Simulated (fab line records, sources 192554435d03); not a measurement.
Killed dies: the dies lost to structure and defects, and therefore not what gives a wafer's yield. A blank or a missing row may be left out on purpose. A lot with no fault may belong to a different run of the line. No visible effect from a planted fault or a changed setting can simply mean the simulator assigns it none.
fab line records | flow n5_finfet
record: lots: 24 wafers: 72 last_day: 18
route steps=1938 shown WELL_APT@50 PMOS_HMC_CHANNEL_EPI@65 FIN_SAQP@113 FIN_CUT@165
lots that met no fault: from a run of the same line without faults
start_h: hours from the record's opening day to when the first of the lot's shown wafers began | wait_h: how many hours have passed since the lot's step before this one | " unchanged from the row above | L1.1+2: a row that stands for several wafers | - value missing, or start not given | * or withheld: withheld | < > ~ a bound
route shown NAME@n: NAME is a module with steps in the file, n the number in the route of the first one | usual: mean/standard deviation taken from wafers without a fault | same: alike in all rows | chamber/n: place in a boat | sites: readings site by site | _std_site: standard deviation across them | _edge_site: mean of outer sites minus mean of inner sites | radius_mm: how far each site lies from the wafer's centre | mask NAME#n: copy n | behind: the last tool/chamber to shape the wafer | hold: reason for holding the lot/hours on hold/outcome of the hold | device: whichever transistor did not switch (one of n, p or np) | end of line: tests of these same wafers at the route's end | a step with no rows: only its recipe | killed: count of dies lost to structure and defects at first sort (not the wafer's yield) | map: the dies of a wafer, with x for killed, . for not killed, _ for no die there
set.NAME: the run value of the setting; set.NAME@STEP: its run value at that earlier step | model.NAME: the simulator's own value behind a step, which no gauge read
route steps across a sampled set of lots; one table per step, one row per wafer
services: from which hour (start_h, from the record's first day; less than 0 if before it) a tool's chamber was out of use, for how many hours, and why
== steps ==
step: N5_WELL_APT_RTA_34
recipe: temp_c: 1000 time_s: 10 ambient: N2 idle_temp_c: 600 ramp_up_c_per_s: 150 ramp_down_c_per_s: 60 cool_to_c: 600
usual: lamp_power_pct: 13.00/0.055 wafer_temp_C_max: 1003.6/0.96
columns lot.wafer tool chamber start_h wait_h lamp_power_pct wafer_temp_C_max
L074.4 rtp_anneal-02 0 16.30 0.2 13.00 1002.6
L074.5 " 0 " " 13.08 1002.9
L074.6 " 0 " " 12.95 1005.5
L075.2 rtp_anneal-02 0 21.73 0.1 13.09 1004.5
L075.4 " 0 " " 12.97 1002.8
L075.6 " 0 " " 13.05 1003.4
L076.2 rtp_anneal-01 0 28.12 0.1 13.02 1004.0
L076.3 " 0 " " 13.08 1003.8
L076.5 " 0 " " 13.01 1002.9
L077.1 rtp_anneal-02 0 33.96 0.0 12.96 1004.2
L077.2 " 0 " " 13.00 1002.8
L077.5 " 0 " " 13.00 1003.3
L078.2 rtp_anneal-02 0 42.15 0.0 12.92 1003.6
L078.5 " 0 " " 12.87 1004.2
L078.6 " 0 " " 13.03 1003.7
L079.3 rtp_anneal-02 0 47.45 0.1 12.99 1003.0
L079.4 " 0 " " 13.04 1002.8
L079.5 " 0 " " 13.07 1004.2
L080.2 rtp_anneal-02 0 53.39 0.0 13.09 1005.0
L080.5 " 0 " " 12.92 1006.0
L080.6 " 0 " " 12.94 1002.2
L081.2 rtp_anneal-01 0 60.42 0.0 12.98 1003.0
L081.4 " 0 " " 13.01 1005.2
L081.5 " 0 " " 13.06 1002.0
L082.1 rtp_anneal-01 0 65.83 0.1 13.05 1003.3
L082.3 " 0 " " 13.01 1002.3
L082.5 " 0 " " 13.08 1004.1
L083.1 rtp_anneal-01 0 69.87 0.0 13.03 1003.0
L083.3 " 0 " " 12.95 1002.9
L083.4 " 0 " " 12.93 1002.6
L084.2 rtp_anneal-01 0 75.92 0.2 13.02 1005.2
L084.4 " 0 " " 12.97 1003.4
L084.6 " 0 " " 13.08 1003.1
L085.1 rtp_anneal-01 0 81.95 0.1 13.04 1002.8
L085.2 " 0 " " 12.93 1005.6
L085.6 " 0 " " 13.05 1003.0
L086.3 rtp_anneal-02 0 88.03 0.2 13.04 1002.5
L086.4 " 0 " " 13.11 1003.4
L086.5 " 0 " " 13.04 1004.2
L087.3 rtp_anneal-01 0 94.07 0.2 12.98 1004.1
L087.4 " 0 " " 13.02 1004.5
L087.5 " 0 " " 13.00 1005.5
L088.2 rtp_anneal-02 0 99.74 0.0 13.09 1003.9
L088.4 " 0 " " 12.93 1002.6
L088.5 " 0 " " 13.02 1003.8
L089.2 rtp_anneal-01 0 108.83 0.0 12.94 1002.9
L089.3 " 0 " " 12.99 1003.0
L089.5 " 0 " " 12.85 1003.2
L090.3 rtp_anneal-01 0 113.06 0.2 13.12 1004.6
L090.4 " 0 " " 13.04 1003.5
L090.5 " 0 " " 12.95 1003.2
L091.1 rtp_anneal-02 0 118.55 0.4 12.93 1002.6
L091.2 " 0 " " 12.97 1004.3
L091.3 " 0 " " 12.96 1003.9
L092.1 rtp_anneal-02 0 124.78 0.1 12.98 1003.4
L092.2 " 0 " " 12.97 1002.6
L092.3 " 0 " " 13.00 1004.5
L093.2 rtp_anneal-01 0 130.25 0.0 12.99 1003.6
L093.3 " 0 " " 12.91 1001.8
L093.4 " 0 " " 13.02 1003.4
L094.1 rtp_anneal-02 0 135.82 0.0 13.02 1003.8
L094.5 " 0 " " 13.00 1002.2
L094.6 " 0 " " 13.01 1003.1
L095.2 rtp_anneal-01 0 142.04 0.3 13.00 1003.7
L095.3 " 0 " " 13.04 1003.6
L095.4 " 0 " " 12.97 1002.4
L096.1 rtp_anneal-01 0 148.35 0.0 13.02 1002.6
L096.2 " 0 " " 13.06 1002.4
L096.4 " 0 " " 13.00 1004.4
L097.2 rtp_anneal-02 0 154.35 0.0 13.01 1003.2
L097.4 " 0 " " 13.07 1003.9
L097.5 " 0 " " 12.96 1003.2
step: N5_PMOS_HMC_CHANNEL_EPI_CD_MEAS_09
recipe: target_cd_nm: 237.4 landing_energy_ev: 500 detector: se_inlens
usual: cd_nm: 237.3/0.85
columns lot.wafer tool chamber start_h wait_h cd_nm
L074.4 cd_sem-03 0 17.44 - 238.0
L074.5 " 0 " " 237.9
L074.6 " 0 " " 237.2
L075.2 cd_sem-01 0 23.04 - 235.7
L075.4 " 0 " " 235.0
L075.6 " 0 " " 236.7
L076.2 cd_sem-01 0 29.43 - 237.5
L076.3 " 0 " " 238.1
L076.5 " 0 " " 238.3
L077.1 cd_sem-03 0 35.27 - 237.4
L077.2 " 0 " " 237.7
L077.5 " 0 " " 238.0
L078.2 cd_sem-03 0 43.52 - 237.9
L078.5 " 0 " " 237.8
L078.6 " 0 " " 238.3
L079.3 cd_sem-02 0 48.75 - 236.4
L079.4 " 0 " " 236.3
L079.5 " 0 " " 237.3
L080.2 cd_sem-02 0 54.56 - 237.2
L080.5 " 0 " " 236.9
L080.6 " 0 " " 237.0
L081.2 cd_sem-03 0 61.72 - 238.1
L081.4 " 0 " " 237.1
L081.5 " 0 " " 236.8
L082.1 cd_sem-03 0 67.02 - 235.2
L082.3 " 0 " " 236.7
L082.5 " 0 " " 236.1
L083.1 cd_sem-03 0 71.18 - 237.3
L083.3 " 0 " " 237.1
L083.4 " 0 " " 236.6
L084.2 cd_sem-02 0 77.10 - 236.8
L084.4 " 0 " " 237.0
L084.6 " 0 " " 237.2
L085.1 cd_sem-02 0 83.36 - 237.1
L085.2 " 0 " " 237.3
L085.6 " 0 " " 237.3
L086.3 cd_sem-03 0 89.18 - 238.1
L086.4 " 0 " " 238.8
L086.5 " 0 " " 238.6
L087.3 cd_sem-01 0 95.23 - 237.6
L087.4 " 0 " " 237.6
L087.5 " 0 " " 237.0
L088.2 cd_sem-01 0 101.04 - 238.5
L088.4 " 0 " " 237.7
L088.5 " 0 " " 237.2
L089.2 cd_sem-01 0 110.16 - 236.9
L089.3 " 0 " " 236.9
L089.5 " 0 " " 236.4
L090.3 cd_sem-02 0 114.54 - 238.5
L090.4 " 0 " " 237.6
L090.5 " 0 " " 236.1
L091.1 cd_sem-03 0 119.86 - 238.1
L091.2 " 0 " " 236.6
L091.3 " 0 " " 237.5
L092.1 cd_sem-01 0 125.97 - 236.9
L092.2 " 0 " " 238.3
L092.3 " 0 " " 238.5
L093.2 cd_sem-02 0 131.42 - 237.1
L093.3 " 0 " " 237.5
L093.4 " 0 " " 237.7
L094.1 cd_sem-03 0 137.61 - 236.2
L094.5 " 0 " " 237.9
L094.6 " 0 " " 237.2
L095.2 cd_sem-02 0 143.33 - 237.2
L095.3 " 0 " " 238.2
L095.4 " 0 " " 238.6
L096.1 cd_sem-01 0 150.06 - 237.8
L096.2 " 0 " " 237.4
L096.4 " 0 " " 238.0
L097.2 cd_sem-02 0 155.65 - 238.2
L097.4 " 0 " " 237.3
L097.5 " 0 " " 239.2
step: N5_FIN_SAQP_INSPECT_18
recipe: mode: adi inspect_instrument: brightfield
usual: raw_defect_count: 390/100
columns lot.wafer tool chamber start_h wait_h raw_defect_count
L074.4 defect_inspect-01 - 21.54 0.0 258
L074.5 " - " " 336
L074.6 " - " " 291
L075.2 defect_inspect-02 - 27.32 0.0 477
L075.4 " - " " 348
L075.6 " - " " 296
L076.2 defect_inspect-02 - 34.15 0.0 351
L076.3 " - " " 383
L076.5 " - " " 286
L077.1 defect_inspect-02 - 40.86 0.0 355
L077.2 " - " " 267
L077.5 " - " " 201
L078.2 defect_inspect-01 - 48.17 0.0 502
L078.5 " - " " 394
L078.6 " - " " 443
L079.3 defect_inspect-02 - 53.89 0.0 244
L079.4 " - " " 437
L079.5 " - " " 301
L080.2 defect_inspect-01 - 60.17 0.0 370
L080.5 " - " " 311
L080.6 " - " " 344
L081.2 defect_inspect-01 - 67.40 0.0 507
L081.4 " - " " 566
L081.5 " - " " 602
L082.1 defect_inspect-01 - 71.44 0.0 286
L082.3 " - " " 397
L082.5 " - " " 283
L083.1 defect_inspect-02 - 75.91 0.0 436
L083.3 " - " " 403
L083.4 " - " " 418
L084.2 defect_inspect-01 - 81.37 0.0 438
L084.4 " - " " 405
L084.6 " - " " 314
L085.1 defect_inspect-01 - 87.51 0.0 442
L085.2 " - " " 403
L085.6 " - " " 544
L086.3 defect_inspect-02 - 93.42 0.0 286
L086.4 " - " " 301
L086.5 " - " " 262
L087.3 defect_inspect-01 - 99.93 0.0 424
L087.4 " - " " 313
L087.5 " - " " 425
L088.2 defect_inspect-01 - 105.45 0.0 473
L088.4 " - " " 415
L088.5 " - " " 513
L089.2 defect_inspect-02 - 114.82 0.0 446
L089.3 " - " " 447
L089.5 " - " " 296
L090.3 defect_inspect-01 - 119.17 0.0 604
L090.4 " - " " 589
L090.5 " - " " 335
L091.1 defect_inspect-02 - 124.09 0.0 574
L091.2 " - " " 511
L091.3 " - " " 387
L092.1 defect_inspect-02 - 130.40 0.0 432
L092.2 " - " " 394
L092.3 " - " " 421
L093.2 defect_inspect-02 - 137.13 0.0 441
L093.3 " - " " 336
L093.4 " - " " 402
L094.1 defect_inspect-01 - 143.41 0.0 336
L094.5 " - " " 320
L094.6 " - " " 250
L095.2 defect_inspect-01 - 147.66 0.0 812
L095.3 " - " " 207
L095.4 " - " " 417
L096.1 defect_inspect-02 - 154.78 0.0 360
L096.2 " - " " 396
L096.4 " - " " 273
L097.2 defect_inspect-02 - 160.75 0.0 448
L097.4 " - " " 773
L097.5 " - " " 330
step: N5_FIN_SAQP_HM_OPEN_73
recipe: chemistry: CHF3/O2 target: SiO2 stop_on: a-Si target_depth_a: 120 over_etch_frac: 1.8 mask_material: SOC time_s: 16.8 pressure_mtorr: 30 source_w: 650 bias_w: 170 Ar_flow_sccm: 200 CHF3_flow_sccm: 50 O2_flow_sccm: 5 ion_energy_ev: 200 ends: end_point
usual: drypump_motor_current_A: 5.6/0.43 oes_f_703_au: 0.81/0.078 oes_product_au: 0.49/0.05 rf_vpp_V: 523/11 showerhead_plenum_p_Torr: 2.44/0.064 throttle_valve_pct: 18.8/0.32
same: over_etch_frac: 1.8
columns lot.wafer tool chamber start_h wait_h drypump_motor_current_A oes_f_703_au oes_product_au rf_hours_counter_h rf_vpp_V showerhead_plenum_p_Torr throttle_valve_pct
L074.4 rie_diel-03 2 21.85 0.0 5.6 0.70 0.42 237 521 2.48 18.8
L074.5 " 3 " " 6.0 0.80 0.49 - 519 2.43 18.5
L074.6 " 2 " " 5.6 0.70 0.42 - 523 2.48 18.8
L075.2 rie_diel-06 3 27.56 0.0 6.6 0.85 0.50 51 526 2.46 18.9
L075.4 " 2 " " 5.4 0.85 0.52 - 524 2.36 18.8
L075.6 " 1 " " 4.8 0.77 0.47 - 542 2.32 18.9
L076.2 rie_diel-03 2 34.94 0.0 5.6 0.70 0.42 243 520 2.48 18.8
L076.3 " 0 " " 5.5 0.93 0.56 13 535 2.55 18.2
L076.5 " 1 " " 6.1 0.67 0.41 - 544 2.48 18.9
L077.1 rie_diel-02 2 42.60 0.0 5.2 0.72 0.42 238 502 2.38 19.3
L077.2 " 3 " " 5.4 0.81 0.49 97 519 2.52 18.8
L077.5 " 2 " " 5.2 0.72 0.42 - 504 2.38 19.4
L078.2 rie_diel-02 3 48.40 0.0 5.4 0.80 0.48 100 518 2.52 18.8
L078.5 " 2 " " 5.1 0.72 0.42 - 504 2.38 19.4
L078.6 " 3 " " 5.4 0.80 0.48 - 519 2.52 18.8
L079.3 rie_diel-02 2 57.21 0.1 5.1 0.72 0.42 - 504 2.38 19.4
L079.4 " 2 " " 5.1 0.71 0.43 - 504 2.38 19.4
L079.5 " 2 " " 5.1 0.71 0.43 - 504 2.38 19.4
L080.2 rie_diel-02 3 61.96 0.0 5.4 0.80 0.48 103 519 2.52 18.8
L080.5 " 2 " " 5.1 0.71 0.42 - 504 2.38 19.4
L080.6 " 3 " " 5.4 0.81 0.49 - 520 2.52 18.8
L081.2 rie_diel-03 3 67.80 0.0 6.0 0.78 0.47 94 519 2.43 18.5
L081.4 " 3 " " 6.0 0.78 0.47 - 520 2.43 18.5
L081.5 " 2 " " 5.6 0.68 0.41 - 520 2.47 18.8
L082.1 rie_diel-02 3 71.68 0.0 5.4 0.80 0.48 106 521 2.52 18.8
L082.3 " 0 " " 5.4 0.75 0.45 115 522 2.43 19.0
L082.5 " 0 " " 5.4 0.75 0.46 - 521 2.43 19.0
L083.1 rie_diel-03 1 76.14 0.0 6.1 0.95 0.59 4 543 2.48 18.5
L083.3 " 3 " " 6.0 0.78 0.47 99 522 2.42 18.5
L083.4 " 0 " " 5.5 0.89 0.53 - 534 2.54 18.2
L084.2 rie_diel-06 1 81.89 0.0 4.9 0.77 0.46 132 539 2.32 18.9
L084.4 " 3 " " 6.6 0.84 0.49 61 525 2.45 18.9
L084.6 " 2 " " 5.4 0.83 0.52 - 523 2.36 18.8
L085.1 rie_diel-03 3 87.89 0.0 6.0 0.77 0.46 105 517 2.42 18.5
L085.2 " 1 " " 6.1 0.93 0.57 10 542 2.48 18.5
L085.6 " 3 " " 6.0 0.77 0.47 - 518 2.42 18.5
L086.3 rie_diel-02 3 93.65 0.0 5.4 0.78 0.47 116 520 2.52 18.8
L086.4 " 3 " " 5.4 0.78 0.48 - 519 2.52 18.8
L086.5 " 1 " " 5.1 0.88 0.57 - 523 2.39 18.9
L087.3 rie_diel-03 2 100.16 0.0 5.6 0.93 0.56 4 519 2.47 18.4
L087.4 " 1 " " 6.1 0.91 0.57 - 542 2.47 18.5
L087.5 " 0 " " 5.5 0.87 0.52 - 535 2.54 18.2
L088.2 rie_diel-03 2 107.39 0.0 5.6 0.90 0.56 8 518 2.47 18.4
L088.4 " 0 " " 5.5 0.87 0.52 51 534 2.53 18.2
L088.5 " 3 " " 6.0 0.77 0.46 - 520 2.42 18.5
L089.2 rie_diel-03 1 115.42 0.0 6.1 0.90 0.56 24 541 2.47 18.6
L089.3 " 3 " " 6.0 0.76 0.46 113 519 2.42 18.5
L089.5 " 1 " " 6.1 0.90 0.57 - 543 2.47 18.6
L090.3 rie_diel-02 2 119.65 0.0 5.1 0.97 0.57 9 504 2.37 19.0
L090.4 " 0 " " 5.4 0.74 0.45 136 521 2.42 19.0
L090.5 " 2 " " 5.1 0.97 0.57 - 502 2.37 19.0
L091.1 rie_diel-02 2 124.32 0.0 5.1 0.96 0.57 10 502 2.37 19.0
L091.2 " 1 " " 5.0 0.84 0.53 23 522 2.39 18.9
L091.3 " 3 " " 5.4 0.77 0.47 129 521 2.51 18.9
L092.1 rie_diel-02 2 130.63 0.0 5.1 0.95 0.56 12 505 2.37 19.0
L092.2 " 3 " " 5.4 0.77 0.46 132 520 2.51 18.9
L092.3 " 0 " " 5.4 0.73 0.45 140 520 2.42 19.0
L093.2 rie_diel-03 3 137.36 0.0 6.0 0.76 0.44 121 517 2.41 18.6
L093.3 " 0 " " 5.5 0.85 0.50 63 533 2.53 18.3
L093.4 " 2 " " 5.6 0.89 0.54 19 520 2.47 18.5
L094.1 rie_diel-06 1 143.64 0.0 4.9 0.75 0.45 152 542 2.31 18.9
L094.5 " 0 " " 6.2 0.88 0.53 - 516 2.38 19.0
L094.6 " 1 " " 4.8 0.75 0.44 - 541 2.31 18.9
L095.2 rie_diel-03 1 147.90 0.0 6.1 0.88 0.54 34 544 2.47 18.6
L095.3 " 2 " " 5.6 0.87 0.52 22 519 2.47 18.4
L095.4 " 3 " " 6.0 0.75 0.46 124 518 2.41 18.6
L096.1 rie_diel-06 1 155.02 0.0 4.9 0.75 0.46 156 542 2.31 18.9
L096.2 " 2 " " 5.4 0.81 0.50 88 523 2.35 18.8
L096.4 " 0 " " 6.2 0.87 0.54 32 514 2.37 18.9
L097.2 rie_diel-03 1 160.98 0.0 6.1 0.87 0.54 38 544 2.46 18.6
L097.4 " 3 " " 6.0 0.75 0.45 129 520 2.41 18.6
L097.5 " 3 " " 6.0 0.75 0.45 - 519 2.41 18.6
step: N5_FIN_SAQP_SPACER2_ALD_28
recipe: material: SiO2 target_thk_a: 81 temp_c: 300 ald_precursor_family: BDEAS ald_co_reactant: O2-plasma pulse_time_s: 1 purge_time_s: 2 co_reactant_purge_time_s: 2 pressure_torr: 2
usual: heater_power_w: 488/56 precursor_pulse_height_rel: 1.000/0.021
same: pulse_time_s: 1
columns lot.wafer tool chamber start_h wait_h heater_power_w precursor_pulse_height_rel
L074.4 ald_sin-01 3 25.21 0.1 361 0.996
L074.5 " 2 " " 462 0.991
L074.6 " 1 " " 472 1.013
L075.2 ald_sin-02 0 31.85 0.1 557 0.987
L075.4 " 2 " " 495 1.016
L075.6 " 2 " " 504 0.993
L076.2 ald_sin-02 0 38.37 0.1 568 1.043
L076.3 " 3 " " 522 1.008
L076.5 " 3 " " 519 0.997
L077.1 ald_sin-02 2 45.77 0.1 500 1.034
L077.2 " 1 " " 483 0.979
L077.5 " 2 " " 517 0.999
L078.2 ald_sin-03 2 51.70 0.1 448 0.956
L078.5 " 2 " " 463 1.019
L078.6 " 3 " " 432 1.030
L079.3 ald_sin-03 2 61.77 0.1 453 0.991
L079.4 " 1 " " 434 0.978
L079.5 " 2 " " 441 0.953
L080.2 ald_sin-03 0 66.42 0.3 576 0.973
L080.5 " 0 " " 557 1.035
L080.6 " 3 " " 438 1.023
L081.2 ald_sin-02 2 72.89 0.2 509 1.004
L081.4 " 0 " " 556 0.978
L081.5 " 0 " " 556 0.980
L082.1 ald_sin-01 3 75.23 0.1 352 0.992
L082.3 " 1 " " 461 0.990
L082.5 " 2 " " 460 0.989
L083.1 ald_sin-03 3 79.26 0.1 432 1.003
L083.3 " 1 " " 429 1.031
L083.4 " 0 " " 551 0.959
L084.2 ald_sin-02 1 84.89 0.1 481 0.994
L084.4 " 2 " " 506 1.007
L084.6 " 2 " " 509 1.023
L085.1 ald_sin-03 0 91.17 0.5 559 1.014
L085.2 " 3 " " 432 0.994
L085.6 " 2 " " 453 0.979
L086.3 ald_sin-02 1 96.54 0.1 476 1.000
L086.4 " 2 " " 503 1.013
L086.5 " 1 " " 471 0.991
L087.3 ald_sin-03 3 103.34 0.1 426 1.027
L087.4 " 0 " " 569 1.022
L087.5 " 0 " " 566 1.009
L088.2 ald_sin-03 0 111.21 0.4 567 0.997
L088.4 " 1 " " 432 1.015
L088.5 " 0 " " 577 1.004
L089.2 ald_sin-03 0 118.96 0.4 573 1.009
L089.3 " 2 " " 467 1.004
L089.5 " 0 " " 571 0.987
L090.3 ald_sin-02 0 123.00 0.2 556 0.988
L090.4 " 1 " " 491 0.991
L090.5 " 0 " " 563 0.953
L091.1 ald_sin-03 3 127.17 0.1 428 0.994
L091.2 " 1 " " 432 1.001
L091.3 " 0 " " 569 0.985
L092.1 ald_sin-02 1 133.58 0.1 493 0.974
L092.2 " 0 " " 543 1.005
L092.3 " 2 " " 485 1.029
L093.2 ald_sin-02 1 142.38 1.4 487 1.014
L093.3 " 3 " " 530 0.983
L093.4 " 0 " " 572 1.029
L094.1 ald_sin-03 2 147.32 0.1 456 1.003
L094.5 " 1 " " 432 0.993
L094.6 " 0 " " 556 0.991
L095.2 ald_sin-03 0 150.75 0.1 561 0.990
L095.3 " 3 " " 431 1.015
L095.4 " 2 " " 459 1.021
L096.1 ald_sin-01 3 159.18 0.7 369 1.012
L096.2 " 1 " " 479 1.006
L096.4 " 0 " " 525 1.020
L097.2 ald_sin-02 1 163.80 0.1 476 0.988
L097.4 " 3 " " 527 0.969
L097.5 " 2 " " 508 1.030
step: N5_FIN_CUT_INSPECT_10
recipe: mode: adi inspect_instrument: brightfield
usual: raw_defect_count: 40/11
columns lot.wafer tool chamber start_h wait_h raw_defect_count
L074.4 defect_inspect-01 - 26.82 0.0 44
L074.5 " - " " 33
L074.6 " - " " 35
L075.2 defect_inspect-02 - 33.35 0.0 51
L075.4 " - " " 52
L075.6 " - " " 47
L076.2 defect_inspect-01 - 40.24 0.0 45
L076.3 " - " " 31
L076.5 " - " " 31
L077.1 defect_inspect-02 - 47.46 0.1 41
L077.2 " - " " 35
L077.5 " - " " 31
L078.2 defect_inspect-02 - 54.07 0.0 62
L078.5 " - " " 36
L078.6 " - " " 74
L079.3 defect_inspect-01 - 63.46 0.0 33
L079.4 " - " " 44
L079.5 " - " " 28
L080.2 defect_inspect-02 - 67.91 0.0 24
L080.5 " - " " 38
L080.6 " - " " 37
L081.2 defect_inspect-02 - 74.40 0.0 43
L081.4 " - " " 51
L081.5 " - " " 43
L082.1 defect_inspect-02 - 76.87 0.1 33
L082.3 " - " " 41
L082.5 " - " " 51
L083.1 defect_inspect-01 - 80.76 0.1 55
L083.3 " - " " 46
L083.4 " - " " 53
L084.2 defect_inspect-01 - 86.60 0.0 46
L084.4 " - " " 27
L084.6 " - " " 47
L085.1 defect_inspect-01 - 92.79 0.1 49
L085.2 " - " " 38
L085.6 " - " " 44
L086.3 defect_inspect-01 - 98.17 0.0 34
L086.4 " - " " 27
L086.5 " - " " 44
L087.3 defect_inspect-01 - 106.18 0.0 71
L087.4 " - " " 38
L087.5 " - " " 36
L088.2 defect_inspect-01 - 112.87 0.0 50
L088.4 " - " " 41
L088.5 " - " " 45
L089.2 defect_inspect-02 - 120.60 0.0 47
L089.3 " - " " 34
L089.5 " - " " 57
L090.3 defect_inspect-01 - 124.62 0.0 52
L090.4 " - " " 47
L090.5 " - " " 40
L091.1 defect_inspect-02 - 128.86 0.1 36
L091.2 " - " " 41
L091.3 " - " " 39
L092.1 defect_inspect-01 - 135.21 0.1 54
L092.2 " - " " 30
L092.3 " - " " 28
L093.2 defect_inspect-02 - 144.03 0.0 42
L093.3 " - " " 25
L093.4 " - " " 40
L094.1 defect_inspect-01 - 148.98 0.1 53
L094.5 " - " " 39
L094.6 " - " " 39
L095.2 defect_inspect-01 - 152.25 0.0 19
L095.3 " - " " 22
L095.4 " - " " 24
L096.1 defect_inspect-02 - 173.47 0.1 32
L096.2 " - " " 31
L096.4 " - " " 23
L097.2 defect_inspect-02 - 173.51 0.0 28
L097.4 " - " " 26
L097.5 " - " " 31
== services ==
columns tool chamber start_h hours kind
ald_sin-02 - -5.94 14.0 pm
ald_sin-02 0 -5.94 14.0 vent_cycle
ald_sin-02 1 -5.94 14.0 vent_cycle
rie_diel-06 - 28.41 28.1 pm
ald_sin-03 2 35.89 12.3 repair
ald_sin-01 - 41.94 28.1 pm
rie_diel-03 1 47.64 - clean
rie_diel-03 1 47.64 - consumable_replace:focus_ring
rie_diel-03 1 47.64 20.5 scheduled_down
rie_diel-03 1 47.64 20.5 vent_cycle
rie_diel-02 3 49.63 8.5 repair
rie_diel-02 0 53.04 14.0 repair
rie_diel-02 - 63.34 4.1 repair
rie_diel-03 2 68.24 - clean
rie_diel-03 2 68.24 - consumable_replace:focus_ring
rie_diel-03 2 68.24 21.9 scheduled_down
rie_diel-03 2 68.24 21.9 vent_cycle
ald_sin-01 0 70.25 20.8 repair
rie_diel-06 - 100.57 14.6 pm
ald_sin-02 3 121.55 17.2 repair
ald_sin-02 - 130.27 0.4 repair
rie_diel-06 0 131.05 5.5 repair
rie_diel-06 0 162.38 3.7 repair
rie_diel-02 1 162.82 3.1 repair
== key ==
fault none
